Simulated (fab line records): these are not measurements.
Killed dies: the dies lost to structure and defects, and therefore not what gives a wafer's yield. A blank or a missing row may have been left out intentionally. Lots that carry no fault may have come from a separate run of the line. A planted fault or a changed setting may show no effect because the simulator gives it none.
Which of the tools did it?	flow nand-harc	Sampling: 12 lots, 36 wafers, 4 of 1302 route steps

WHAT THE GAUGES READ, wafer by wafer
The record lacks any reading of a measuring or inspecting step that a usual standard deviation could be used to judge.

TOOL THAT RAN EACH LOT (tool first, then ch and the chambers of the sampled wafers, then the start)
lot	NHARC_A_STAIRCASE_DEP_156	NHARC_A_STAIRCASE_STRIP_171	NHARC_A_STAIRCASE_DESCUM_11	NHARC_A_STAIRCASE_EXPOSE_181
L221	pecvd-03 ch 1,2, day 15 10:31	plasma-asher-02 ch 1, day 15 11:41	rie-diel-04 ch 1,3, day 15 13:12	krf-scanner-03 ch 0, day 15 18:01
L220	pecvd-01 ch 0,1,2, day 15 13:54	plasma-asher-01 ch 1, day 15 16:11	rie-diel-02 ch 0,2,3, day 15 17:40	krf-scanner-02 ch 0, day 15 21:05
L225	pecvd-01 ch 0,1, day 17 22:10	plasma-asher-02 ch 0,1, day 17 23:35	rie-diel-13 ch 0,2,3, day 18 01:03	krf-scanner-04 ch 0, day 18 07:18
L226	pecvd-04 ch 0,1,2, day 17 22:20	plasma-asher-02 ch 0,1, day 18 00:01	rie-diel-13 ch 1,2, day 18 01:27	krf-scanner-03 ch 0, day 18 07:44
L227	pecvd-04 ch 0,1,2, day 19 07:51	plasma-asher-01 ch 0,1, day 19 09:13	rie-diel-13 ch 0,2,3, day 19 10:42	krf-scanner-03 ch 0, day 19 13:55
L230	pecvd-01 ch 0,1,2, day 20 04:16	plasma-asher-02 ch 0,1, day 20 05:27	rie-diel-13 ch 0,1, day 20 06:50	krf-scanner-04 ch 0, day 20 10:28
L234	pecvd-04 ch 0,2, day 21 15:44	plasma-asher-02 ch 0,1, day 21 17:07	rie-diel-02 ch 1,2,3, day 21 18:40	krf-scanner-04 ch 0, day 21 22:03
L237	pecvd-01 ch 1,2, day 22 10:46	plasma-asher-02 ch 1, day 22 12:07	rie-diel-13 ch 1,2,3, day 22 14:05	krf-scanner-04 ch 0, day 22 17:46
L240	pecvd-04 ch 0,2, day 24 02:06	plasma-asher-01 ch 0,1, day 24 03:24	rie-diel-13 ch 2,3, day 24 04:55	krf-scanner-03 ch 0, day 24 08:15
L241	pecvd-03 ch 0,1, day 24 18:21	plasma-asher-01 ch 0,1, day 24 20:02	rie-diel-13 ch 0,1,2, day 24 21:29	krf-scanner-02 ch 0, day 25 03:01
L242	pecvd-01 ch 0,1, day 24 18:22	plasma-asher-02 ch 0,1, day 24 19:37	rie-diel-04 ch 0,1,3, day 24 21:09	krf-scanner-03 ch 0, day 25 01:43
L243	pecvd-04 ch 0,2, day 24 22:41	plasma-asher-01 ch 0,1, day 25 00:17	rie-diel-13 ch 0,1, day 25 01:40	krf-scanner-03 ch 0, day 25 05:13
- NHARC_A_STAIRCASE_DEP_156: deposits SiNx, target thk 50 nm.
- NHARC_A_STAIRCASE_STRIP_171: strips in O2.
- NHARC_A_STAIRCASE_DESCUM_11: chemistry O2, time 3 s.
- NHARC_A_STAIRCASE_EXPOSE_181: exposes mask STAIR 2.

WHAT THE TOOLS THEMSELVES READ (means of the sampled wafers that have a number; where no wafer has one, the mark that the record gives instead)
NHARC_A_STAIRCASE_DEP_156.
lot	tool	heater-power-outer-w (W)	heater-power-w (W)	showerhead-vpp-V (V)
L221	pecvd-03	469	757	1388
L220	pecvd-01	413	713	1315
L225	pecvd-01	425	707	1263
L226	pecvd-04	379	640	1255
L227	pecvd-04	393	661	1261
L230	pecvd-01	429	738	1292
L234	pecvd-04	402	655	1255
L237	pecvd-01	443	784	1349
L240	pecvd-04	376	641	1245
L241	pecvd-03	510	807	1370
L242	pecvd-01	374	662	1316
L243	pecvd-04	405	662	1276

NHARC_A_STAIRCASE_STRIP_171.
lot	tool	drypump-motor-current-A (A)	heater-power-w (W)
L221	plasma-asher-02	5.2	335
L220	plasma-asher-01	6.5	316
L225	plasma-asher-02	5.8	353
L226	plasma-asher-02	5.5	336
L227	plasma-asher-01	5.9	296
L230	plasma-asher-02	5.8	366
L234	plasma-asher-02	5.8	359
L237	plasma-asher-02	5.2	343
L240	plasma-asher-01	6.2	300
L241	plasma-asher-01	6.2	295
L242	plasma-asher-02	5.8	365
L243	plasma-asher-01	5.9	284

NHARC_A_STAIRCASE_DESCUM_11.
lot	tool	drypump-motor-current-A (A)	mfc-ar-sccm (sccm)	oes-product-au (a.u.)	rf-vpp-V (V)	showerhead-plenum-p-Torr (Torr)	throttle-valve-pct (%)
L221	rie-diel-04	5.7	0.017	1.005	58.4	1.99	11.322
L220	rie-diel-02	6.5	0.009	1.006	58.3	2.00	11.306
L225	rie-diel-13	5.4	0.017	0.999	58.1	1.88	11.309
L226	rie-diel-13	6.0	0.026	0.999	57.5	1.97	11.315
L227	rie-diel-13	5.4	0.017	0.999	57.5	1.87	11.320
L230	rie-diel-13	5.7	0.026	1.003	58.2	1.95	11.313
L234	rie-diel-02	6.4	0.013	1.004	57.7	1.90	11.305
L237	rie-diel-13	5.8	0.020	1.005	56.3	1.91	11.322
L240	rie-diel-13	5.6	0.014	0.987	57.1	1.86	11.322
L241	rie-diel-13	5.6	0.023	1.005	57.9	1.91	11.309
L242	rie-diel-04	5.8	0.022	1.015	57.7	1.96	11.306
L243	rie-diel-13	6.1	0.028	1.004	57.5	1.98	11.311

NHARC_A_STAIRCASE_EXPOSE_181.
lot	tool	exposure-dose-mJ-cm2	stage-vel-mm-s (mm/s)
L221	krf-scanner-03	27.868	500.21
L220	krf-scanner-02	27.854	500.29
L225	krf-scanner-04	27.892	500.05
L226	krf-scanner-03	27.852	500.10
L227	krf-scanner-03	27.862	499.84
L230	krf-scanner-04	27.845	499.95
L234	krf-scanner-04	28.207	499.94
L237	krf-scanner-04	28.203	500.03
L240	krf-scanner-03	27.857	499.86
L241	krf-scanner-02	27.863	500.05
L242	krf-scanner-03	27.841	500.38
L243	krf-scanner-03	27.881	499.93

THE ANSWER, worked out from the rows above alone
Rule: usual is defined by the lots themselves. The widest of any qualifying gaps counts: lots, ordered by their means at a reading, are off when they make up no more than a third of the lots, leave a main group of 4 or more, and stand apart from it by 3 or more times the standard deviation of that group's means. The tables above print the reading to a certain number of digits; a main group whose means all agree to those digits is not used. A lot without any number at a reading at which 4 lots or more have one is off too. Where the step has rows for the other lots, those lots are counted as sound. After the gauges, taken in route order, come the tools' own readings; for these a lot's mean is taken, as printed above. The first step at which some lot is off is used, and at that step the reading that is off furthest; a lot without a number counts as furthest.
Off, at NHARC_A_STAIRCASE_EXPOSE_181 on exposure-dose-mJ-cm2: L234, L237. Mean 27.861 and standard deviation 0.015 in the main group.
A tool fits if, at that step or a process step before it, it ran every lot that is off, and no sound lot after the first of them. One fits: krf-scanner-04 at NHARC_A_STAIRCASE_EXPOSE_181. Its last sound lot is L230 (day 20 10:28), its first lot that is off L234 (day 21 22:03): a fault that began between those two fits.
On the lots that are off, the tool's own readings at NHARC_A_STAIRCASE_EXPOSE_181 differ by more than 5 times the standard deviation of the sound lots' means, which bears it out; exposure-dose-mJ-cm2 reads 28.205 there versus 27.861 on the sound lots.

WHAT THE SIMULATOR HAD PUT IN
Drift in process parameters on krf-scanner-04 at NHARC_A_STAIRCASE_EXPOSE_181, starting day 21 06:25. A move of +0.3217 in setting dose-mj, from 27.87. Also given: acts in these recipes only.
Lots struck among those shown: L234, L237. Same finding as the rule above.
